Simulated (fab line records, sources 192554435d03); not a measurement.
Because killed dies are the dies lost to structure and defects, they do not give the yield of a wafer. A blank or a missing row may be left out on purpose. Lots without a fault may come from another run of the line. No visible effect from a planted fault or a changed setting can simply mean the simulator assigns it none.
Which tool did it? || flow n5Finfet || 9 lots with 26 wafers sampled at 6 steps, on a route of 1938 steps

WHAT EACH GAUGE READ, for each wafer
The record holds no reading of a measuring or inspecting step that can be judged against a usual standard deviation.

WHICH TOOL RAN EACH LOT (tool, then ch and the chambers of the sampled wafers, then the start)
{"lot": "L719", "N5_BEOL_M7_DESCUM_16": "rieDiel-03 ch 1,2, day 9 03:38", "N5_BEOL_M7_DESCUM_33": "rieDiel-02 ch 0,1,2, day 9 04:41", "N5_BEOL_M7_STRIP_80": "rieDiel-02 ch 0,1,2, day 9 05:08 or earlier", "N5_BEOL_M7_HM_STRIP_39": "wetBench-06 ch 0,3,5, day 9 05:08", "N5_BEOL_M7_CMP_52": "cmp-01 ch 0,3, day 9 11:38", "N5_PASSIVATION_PROBE_49": "-"}
{"lot": "L718", "N5_BEOL_M7_DESCUM_16": "rieDiel-06 ch 1,3, day 9 04:31", "N5_BEOL_M7_DESCUM_33": "rieDiel-06 ch 0,2,3, day 9 05:35", "N5_BEOL_M7_STRIP_80": "rieDiel-06 ch 0,2,3, day 9 06:03 or earlier", "N5_BEOL_M7_HM_STRIP_39": "wetBench-06 ch 0,1,4, day 9 06:03", "N5_BEOL_M7_CMP_52": "cmp-03 ch 2,3, day 9 12:13", "N5_PASSIVATION_PROBE_49": "-"}
{"lot": "L724", "N5_BEOL_M7_DESCUM_16": "rieDiel-06 ch 0,3, day 10 16:19", "N5_BEOL_M7_DESCUM_33": "rieDiel-06 ch 0,1,2, day 10 18:05", "N5_BEOL_M7_STRIP_80": "rieDiel-06 ch 0,1,2, day 10 18:33 or earlier", "N5_BEOL_M7_HM_STRIP_39": "wetBench-01 ch 0,4,6, day 10 18:33", "N5_BEOL_M7_CMP_52": "cmp-04 ch 0,2,3, day 10 20:35", "N5_PASSIVATION_PROBE_49": "prober-02, day 14 02:06"}
{"lot": "L726", "N5_BEOL_M7_DESCUM_16": "rieDiel-06 ch 0,2,3, day 10 23:46", "N5_BEOL_M7_DESCUM_33": "rieDiel-03 ch 1,2,3, day 11 01:06", "N5_BEOL_M7_STRIP_80": "rieDiel-03 ch 1,2,3, day 11 01:34 or earlier", "N5_BEOL_M7_HM_STRIP_39": "wetBench-05 ch 2,3,7, day 11 01:34", "N5_BEOL_M7_CMP_52": "cmp-04 ch 0,1,3, day 11 04:58", "N5_PASSIVATION_PROBE_49": "prober-02, day 14 01:34"}
{"lot": "L731", "N5_BEOL_M7_DESCUM_16": "rieDiel-03 ch 1,2, day 12 15:29", "N5_BEOL_M7_DESCUM_33": "rieDiel-02 ch 0,1,2, day 12 17:24", "N5_BEOL_M7_STRIP_80": "rieDiel-02 ch 0,1,2, day 12 17:52 or earlier", "N5_BEOL_M7_HM_STRIP_39": "wetBench-05 ch 1,2,3, day 12 17:52", "N5_BEOL_M7_CMP_52": "cmp-03 ch 0,1,2, day 12 20:19", "N5_PASSIVATION_PROBE_49": "-"}
{"lot": "L737", "N5_BEOL_M7_DESCUM_16": "rieDiel-02 ch 1,3, day 14 03:16", "N5_BEOL_M7_DESCUM_33": "rieDiel-02 ch 1,3, day 14 09:19", "N5_BEOL_M7_STRIP_80": "rieDiel-02 ch 1,3, day 14 09:47 or earlier", "N5_BEOL_M7_HM_STRIP_39": "wetBench-01 ch 1,7, day 14 09:47", "N5_BEOL_M7_CMP_52": "cmp-03 ch 0,1, day 14 12:02", "N5_PASSIVATION_PROBE_49": "-"}
{"lot": "L738", "N5_BEOL_M7_DESCUM_16": "rieDiel-03 ch 0,1,3, day 14 05:42", "N5_BEOL_M7_DESCUM_33": "rieDiel-06 ch 0,1,3, day 14 09:35", "N5_BEOL_M7_STRIP_80": "rieDiel-06 ch 0,1,3, day 14 10:03 or earlier", "N5_BEOL_M7_HM_STRIP_39": "wetBench-05 ch 0,6,7, day 14 10:03", "N5_BEOL_M7_CMP_52": "cmp-04 ch 0,2,3, day 14 12:25", "N5_PASSIVATION_PROBE_49": "-"}
{"lot": "L739", "N5_BEOL_M7_DESCUM_16": "rieDiel-02 ch 0,2, day 14 16:52", "N5_BEOL_M7_DESCUM_33": "rieDiel-02 ch 0,1,3, day 14 19:04", "N5_BEOL_M7_STRIP_80": "rieDiel-02 ch 0,1,3, day 14 19:32 or earlier", "N5_BEOL_M7_HM_STRIP_39": "wetBench-01 ch 0,1,4, day 14 19:32", "N5_BEOL_M7_CMP_52": "cmp-04 ch 0,3, day 14 22:26", "N5_PASSIVATION_PROBE_49": "-"}
{"lot": "L741", "N5_BEOL_M7_DESCUM_16": "rieDiel-06 ch 0,3, day 14 22:27", "N5_BEOL_M7_DESCUM_33": "rieDiel-06 ch 0,3, day 15 01:08", "N5_BEOL_M7_STRIP_80": "rieDiel-06 ch 0,3, day 15 01:36 or earlier", "N5_BEOL_M7_HM_STRIP_39": "wetBench-01 ch 0,2,5, day 15 01:36", "N5_BEOL_M7_CMP_52": "cmp-01 ch 1,2, day 15 03:40", "N5_PASSIVATION_PROBE_49": "-"}
- N5_BEOL_M7_DESCUM_16: chemistry O2, time 7.9 s.
- N5_BEOL_M7_DESCUM_33: chemistry O2, time 7 s.
- N5_BEOL_M7_STRIP_80: strips in N2/H2, time 10 s.
- N5_BEOL_M7_HM_STRIP_39: strips TiN in peroxide tin strip, target depth 25 nm, time 158 s.
- N5_BEOL_M7_CMP_52: polishes, stops on SiCOH lowk, t overpolish 6.9 s, target thk 80 nm.
- N5_PASSIVATION_PROBE_49

AS READ BY THE TOOLS THEMSELVES (means over the sampled wafers that have a number; for cases with no such wafer, the mark the record gives instead)
N5_BEOL_M7_DESCUM_16. Usual: drypumpMotorCurrentA 5.8 A, standard deviation 0.45; oesProductAu 0.82 a.u., standard deviation 0.086; rfVppV 243.3 V, standard deviation 1.3; showerheadPlenumPTorr 2.10 Torr, standard deviation 0.069; throttleValvePct 20.40 %, standard deviation 0.27.
{"lot": "L719", "tool": "rieDiel-03", "drypumpMotorCurrentA (A)": 6.3, "oesProductAu (a.u.)": 0.88, "rfVppV (V)": 243.1, "showerheadPlenumPTorr (Torr)": 2.10, "throttleValvePct (%)": 20.38, "flag": ""}
{"lot": "L718", "tool": "rieDiel-06", "drypumpMotorCurrentA (A)": 5.5, "oesProductAu (a.u.)": 0.93, "rfVppV (V)": 243.1, "showerheadPlenumPTorr (Torr)": 2.11, "throttleValvePct (%)": 20.21, "flag": ""}
{"lot": "L724", "tool": "rieDiel-06", "drypumpMotorCurrentA (A)": 5.6, "oesProductAu (a.u.)": 0.86, "rfVppV (V)": 244.6, "showerheadPlenumPTorr (Torr)": 2.20, "throttleValvePct (%)": 20.43, "flag": ""}
{"lot": "L726", "tool": "rieDiel-06", "drypumpMotorCurrentA (A)": 5.6, "oesProductAu (a.u.)": 0.81, "rfVppV (V)": 243.7, "showerheadPlenumPTorr (Torr)": 2.15, "throttleValvePct (%)": 20.57, "flag": ""}
{"lot": "L731", "tool": "rieDiel-03", "drypumpMotorCurrentA (A)": 6.3, "oesProductAu (a.u.)": 0.83, "rfVppV (V)": 243.4, "showerheadPlenumPTorr (Torr)": 2.09, "throttleValvePct (%)": 20.41, "flag": ""}
{"lot": "L737", "tool": "rieDiel-02", "drypumpMotorCurrentA (A)": 5.9, "oesProductAu (a.u.)": 0.78, "rfVppV (V)": 242.8, "showerheadPlenumPTorr (Torr)": 2.06, "throttleValvePct (%)": 20.26, "flag": ""}
{"lot": "L738", "tool": "rieDiel-03", "drypumpMotorCurrentA (A)": 5.9, "oesProductAu (a.u.)": 0.86, "rfVppV (V)": 242.3, "showerheadPlenumPTorr (Torr)": 2.06, "throttleValvePct (%)": 20.33, "flag": ""}
{"lot": "L739", "tool": "rieDiel-02", "drypumpMotorCurrentA (A)": 6.2, "oesProductAu (a.u.)": 0.94, "rfVppV (V)": 243.7, "showerheadPlenumPTorr (Torr)": 2.11, "throttleValvePct (%)": 20.03, "flag": ""}
{"lot": "L741", "tool": "rieDiel-06", "drypumpMotorCurrentA (A)": 5.8, "oesProductAu (a.u.)": 0.81, "rfVppV (V)": 243.5, "showerheadPlenumPTorr (Torr)": 2.15, "throttleValvePct (%)": 20.63, "flag": ""}

N5_BEOL_M7_DESCUM_33. Usual: drypumpMotorCurrentA 5.9 A, standard deviation 0.46; oesProductAu 0.82 a.u., standard deviation 0.086; rfVppV 243.1 V, standard deviation 1.2; showerheadPlenumPTorr 2.10 Torr, standard deviation 0.067; throttleValvePct 20.40 %, standard deviation 0.26.
{"lot": "L719", "tool": "rieDiel-02", "drypumpMotorCurrentA (A)": 6.4, "oesProductAu (a.u.)": 0.82, "rfVppV (V)": 243.4, "showerheadPlenumPTorr (Torr)": 2.11, "throttleValvePct (%)": 20.26, "flag": ""}
{"lot": "L718", "tool": "rieDiel-06", "drypumpMotorCurrentA (A)": 5.6, "oesProductAu (a.u.)": 0.83, "rfVppV (V)": 244.1, "showerheadPlenumPTorr (Torr)": 2.15, "throttleValvePct (%)": 20.57, "flag": ""}
{"lot": "L724", "tool": "rieDiel-06", "drypumpMotorCurrentA (A)": 5.7, "oesProductAu (a.u.)": 0.84, "rfVppV (V)": 242.5, "showerheadPlenumPTorr (Torr)": 2.09, "throttleValvePct (%)": 20.55, "flag": ""}
{"lot": "L726", "tool": "rieDiel-03", "drypumpMotorCurrentA (A)": 6.0, "oesProductAu (a.u.)": 0.78, "rfVppV (V)": 243.3, "showerheadPlenumPTorr (Torr)": 2.10, "throttleValvePct (%)": 20.53, "flag": ""}
{"lot": "L731", "tool": "rieDiel-02", "drypumpMotorCurrentA (A)": 6.3, "oesProductAu (a.u.)": 0.79, "rfVppV (V)": 243.4, "showerheadPlenumPTorr (Torr)": 2.10, "throttleValvePct (%)": 20.29, "flag": ""}
{"lot": "L737", "tool": "rieDiel-02", "drypumpMotorCurrentA (A)": 5.9, "oesProductAu (a.u.)": 0.78, "rfVppV (V)": 241.9, "showerheadPlenumPTorr (Torr)": 2.06, "throttleValvePct (%)": 20.27, "flag": ""}
{"lot": "L738", "tool": "rieDiel-06", "drypumpMotorCurrentA (A)": 5.7, "oesProductAu (a.u.)": 0.84, "rfVppV (V)": 244.2, "showerheadPlenumPTorr (Torr)": 2.13, "throttleValvePct (%)": 20.44, "flag": ""}
{"lot": "L739", "tool": "rieDiel-02", "drypumpMotorCurrentA (A)": 6.0, "oesProductAu (a.u.)": 0.85, "rfVppV (V)": 243.4, "showerheadPlenumPTorr (Torr)": 2.09, "throttleValvePct (%)": 20.13, "flag": ""}
{"lot": "L741", "tool": "rieDiel-06", "drypumpMotorCurrentA (A)": 5.6, "oesProductAu (a.u.)": 0.82, "rfVppV (V)": 243.7, "showerheadPlenumPTorr (Torr)": 2.19, "throttleValvePct (%)": 20.47, "flag": ""}

N5_BEOL_M7_STRIP_80. Usual: biasPowerW 6.999 W, standard deviation 0.02; chamberPressureMTorr 20.000 mTorr, standard deviation 0.017; drypumpMotorCurrentA 5.9 A, standard deviation 0.46; h2FlowSccm 200.0 sccm, standard deviation 0.64; oesProductAu 0.82 a.u., standard deviation 0.086; rfVppV 59.1 V, standard deviation 0.81; showerheadPlenumPTorr 2.54 Torr, standard deviation 0.071; throttleValvePct 23.5 %, standard deviation 0.42.
{"lot": "L719", "tool": "rieDiel-02", "biasPowerW (W)": 7.006, "chamberPressureMTorr (mTorr)": 19.996, "drypumpMotorCurrentA (A)": 6.3, "h2FlowSccm (sccm)": 199.8, "oesProductAu (a.u.)": 0.83, "rfVppV (V)": 59.9, "showerheadPlenumPTorr (Torr)": 2.56, "throttleValvePct (%)": 23.5, "flag": ""}
{"lot": "L718", "tool": "rieDiel-06", "biasPowerW (W)": 6.987, "chamberPressureMTorr (mTorr)": 20.000, "drypumpMotorCurrentA (A)": 5.6, "h2FlowSccm (sccm)": 200.2, "oesProductAu (a.u.)": 0.82, "rfVppV (V)": 59.9, "showerheadPlenumPTorr (Torr)": 2.60, "throttleValvePct (%)": 23.7, "flag": ""}
{"lot": "L724", "tool": "rieDiel-06", "biasPowerW (W)": 6.985, "chamberPressureMTorr (mTorr)": 19.994, "drypumpMotorCurrentA (A)": 5.7, "h2FlowSccm (sccm)": 200.1, "oesProductAu (a.u.)": 0.83, "rfVppV (V)": 59.0, "showerheadPlenumPTorr (Torr)": 2.54, "throttleValvePct (%)": 23.8, "flag": ""}
{"lot": "L726", "tool": "rieDiel-03", "biasPowerW (W)": 6.988, "chamberPressureMTorr (mTorr)": 20.017, "drypumpMotorCurrentA (A)": 6.0, "h2FlowSccm (sccm)": 200.3, "oesProductAu (a.u.)": 0.77, "rfVppV (V)": 58.4, "showerheadPlenumPTorr (Torr)": 2.52, "throttleValvePct (%)": 23.3, "flag": ""}
{"lot": "L731", "tool": "rieDiel-02", "biasPowerW (W)": 6.992, "chamberPressureMTorr (mTorr)": 19.995, "drypumpMotorCurrentA (A)": 6.3, "h2FlowSccm (sccm)": 200.5, "oesProductAu (a.u.)": 0.79, "rfVppV (V)": 58.1, "showerheadPlenumPTorr (Torr)": 2.55, "throttleValvePct (%)": 23.5, "flag": ""}
{"lot": "L737", "tool": "rieDiel-02", "biasPowerW (W)": 6.998, "chamberPressureMTorr (mTorr)": 19.993, "drypumpMotorCurrentA (A)": 5.9, "h2FlowSccm (sccm)": 200.6, "oesProductAu (a.u.)": 0.77, "rfVppV (V)": 59.1, "showerheadPlenumPTorr (Torr)": 2.50, "throttleValvePct (%)": 23.3, "flag": ""}
{"lot": "L738", "tool": "rieDiel-06", "biasPowerW (W)": 6.990, "chamberPressureMTorr (mTorr)": 19.998, "drypumpMotorCurrentA (A)": 5.6, "h2FlowSccm (sccm)": 199.4, "oesProductAu (a.u.)": 0.84, "rfVppV (V)": 59.7, "showerheadPlenumPTorr (Torr)": 2.57, "throttleValvePct (%)": 23.5, "flag": ""}
{"lot": "L739", "tool": "rieDiel-02", "biasPowerW (W)": 6.995, "chamberPressureMTorr (mTorr)": 20.006, "drypumpMotorCurrentA (A)": 6.1, "h2FlowSccm (sccm)": 199.8, "oesProductAu (a.u.)": 0.84, "rfVppV (V)": 59.0, "showerheadPlenumPTorr (Torr)": 2.52, "throttleValvePct (%)": 23.1, "flag": ""}
{"lot": "L741", "tool": "rieDiel-06", "biasPowerW (W)": 7.032, "chamberPressureMTorr (mTorr)": 20.019, "drypumpMotorCurrentA (A)": 5.6, "h2FlowSccm (sccm)": 200.3, "oesProductAu (a.u.)": 0.82, "rfVppV (V)": 58.5, "showerheadPlenumPTorr (Torr)": 2.63, "throttleValvePct (%)": 23.4, "flag": ""}

N5_BEOL_M7_HM_STRIP_39. Usual: bathGuardTempC 49.8 C, standard deviation 0.44; bathHeatDutyPct 7.0 %, standard deviation 0.76.
{"lot": "L719", "tool": "wetBench-06", "bathGuardTempC (C)": 49.8, "bathHeatDutyPct (%)": 7.9, "flag": ""}
{"lot": "L718", "tool": "wetBench-06", "bathGuardTempC (C)": 49.9, "bathHeatDutyPct (%)": 6.8, "flag": ""}
{"lot": "L724", "tool": "wetBench-01", "bathGuardTempC (C)": "-", "bathHeatDutyPct (%)": "-", "flag": "OFF"}
{"lot": "L726", "tool": "wetBench-05", "bathGuardTempC (C)": "-", "bathHeatDutyPct (%)": "-", "flag": "OFF"}
{"lot": "L731", "tool": "wetBench-05", "bathGuardTempC (C)": 49.7, "bathHeatDutyPct (%)": 6.6, "flag": ""}
{"lot": "L737", "tool": "wetBench-01", "bathGuardTempC (C)": 50.2, "bathHeatDutyPct (%)": 6.3, "flag": ""}
{"lot": "L738", "tool": "wetBench-05", "bathGuardTempC (C)": 50.0, "bathHeatDutyPct (%)": 6.2, "flag": ""}
{"lot": "L739", "tool": "wetBench-01", "bathGuardTempC (C)": 50.1, "bathHeatDutyPct (%)": 7.1, "flag": ""}
{"lot": "L741", "tool": "wetBench-01", "bathGuardTempC (C)": 50.0, "bathHeatDutyPct (%)": 7.7, "flag": ""}

N5_BEOL_M7_CMP_52. Usual: barrierFieldEndpointS 29.0 s, standard deviation 1; clearingPlatenRpm 50.003 rpm, standard deviation 0.028; motorCurrentA 6.3 A, standard deviation 0.6; padLifeWafers 1071, standard deviation 560.
{"lot": "L719", "tool": "cmp-01", "barrierFieldEndpointS (s)": 29.8, "clearingPlatenRpm (rpm)": 49.999, "motorCurrentA (A)": 6.6, "padLifeWafers": 1134, "flag": ""}
{"lot": "L718", "tool": "cmp-03", "barrierFieldEndpointS (s)": 29.1, "clearingPlatenRpm (rpm)": 50.008, "motorCurrentA (A)": 6.4, "padLifeWafers": 56, "flag": ""}
{"lot": "L724", "tool": "cmp-04", "barrierFieldEndpointS (s)": 35.7, "clearingPlatenRpm (rpm)": 50.001, "motorCurrentA (A)": 6.1, "padLifeWafers": 926, "flag": "OFF"}
{"lot": "L726", "tool": "cmp-04", "barrierFieldEndpointS (s)": 35.4, "clearingPlatenRpm (rpm)": 50.006, "motorCurrentA (A)": 5.8, "padLifeWafers": 1063, "flag": "OFF"}
{"lot": "L731", "tool": "cmp-03", "barrierFieldEndpointS (s)": 29.6, "clearingPlatenRpm (rpm)": 50.010, "motorCurrentA (A)": 6.4, "padLifeWafers": 386, "flag": ""}
{"lot": "L737", "tool": "cmp-03", "barrierFieldEndpointS (s)": 29.7, "clearingPlatenRpm (rpm)": 49.969, "motorCurrentA (A)": 6.5, "padLifeWafers": 726, "flag": ""}
{"lot": "L738", "tool": "cmp-04", "barrierFieldEndpointS (s)": 29.0, "clearingPlatenRpm (rpm)": 49.998, "motorCurrentA (A)": 6.3, "padLifeWafers": 1743, "flag": ""}
{"lot": "L739", "tool": "cmp-04", "barrierFieldEndpointS (s)": 27.8, "clearingPlatenRpm (rpm)": 49.993, "motorCurrentA (A)": 5.7, "padLifeWafers": 1826, "flag": ""}
{"lot": "L741", "tool": "cmp-01", "barrierFieldEndpointS (s)": 28.1, "clearingPlatenRpm (rpm)": 50.021, "motorCurrentA (A)": 5.8, "padLifeWafers": 162, "flag": ""}

N5_PASSIVATION_PROBE_49. Usual: defectLimitedYield 91.1 %, standard deviation 1.6; killed_at_M0_to_M3 35, standard deviation 11; killed_at_M4_up 13, standard deviation 5.4; killedAtContacts 13, standard deviation 6.5; killedAtFrontEnd 40, standard deviation 14; killedAtOther 4, standard deviation 3.1; killedDies 105, standard deviation 18; killedOpen 69, standard deviation 14; killedShort 34, standard deviation 7.3; sort_bin_5_function 5.2 %, standard deviation 0.96; sort_bin_6_memory 3.4 %, standard deviation 0.77; sort_bin_8_speed 0.02 %, standard deviation 0.13; sortNPass 1075, standard deviation 19.
{"lot": "L724", "tool": "prober-02", "defectLimitedYield (%)": 90.7, "killed_at_M0_to_M3": 42, "killed_at_M4_up": 13, "killedAtContacts": 14, "killedAtFrontEnd": 35, "killedAtOther": 6, "killedDies": 110, "killedOpen": 72, "killedShort": 30, "sort_bin_5_function (%)": 5.1, "sort_bin_6_memory (%)": 3.3, "sort_bin_8_speed (%)": 0.00, "sortNPass": 1070, "flag": ""}
{"lot": "L726", "tool": "prober-02", "defectLimitedYield (%)": 90.5, "killed_at_M0_to_M3": 40, "killed_at_M4_up": 4, "killedAtContacts": 12, "killedAtFrontEnd": 48, "killedAtOther": 8, "killedDies": 112, "killedOpen": 70, "killedShort": 40, "sort_bin_5_function (%)": 5.5, "sort_bin_6_memory (%)": 3.6, "sort_bin_8_speed (%)": 0.00, "sortNPass": 1068, "flag": ""}

THE ANSWER, worked out from the rows above alone
Rule: lot off if the mean of its wafers having a number is beyond 3 standard deviations from the usual mean. Also off: a lot with no number at a reading for which 4 or more lots have one. All remaining lots with rows at the step are treated as sound. After the gauges, taken in route order, come the tools' own readings; for these a lot's mean is taken, as printed above. At the first step where some lot is off, the reading lying furthest off is the one used; lots without a number count as furthest.
Off, at N5_BEOL_M7_HM_STRIP_39 on bathGuardTempC: L724, L726. Without a number there: L724, L726.
A tool fits if, at that step or a process step before it, it ran every lot that is off, and no sound lot after the first of them. With no start given for some of its lots, N5_BEOL_M7_STRIP_80 uses the hours and lot order of N5_BEOL_M7_HM_STRIP_39. No candidate that was tried fits.

WHAT THE SIMULATOR HAD INSERTED
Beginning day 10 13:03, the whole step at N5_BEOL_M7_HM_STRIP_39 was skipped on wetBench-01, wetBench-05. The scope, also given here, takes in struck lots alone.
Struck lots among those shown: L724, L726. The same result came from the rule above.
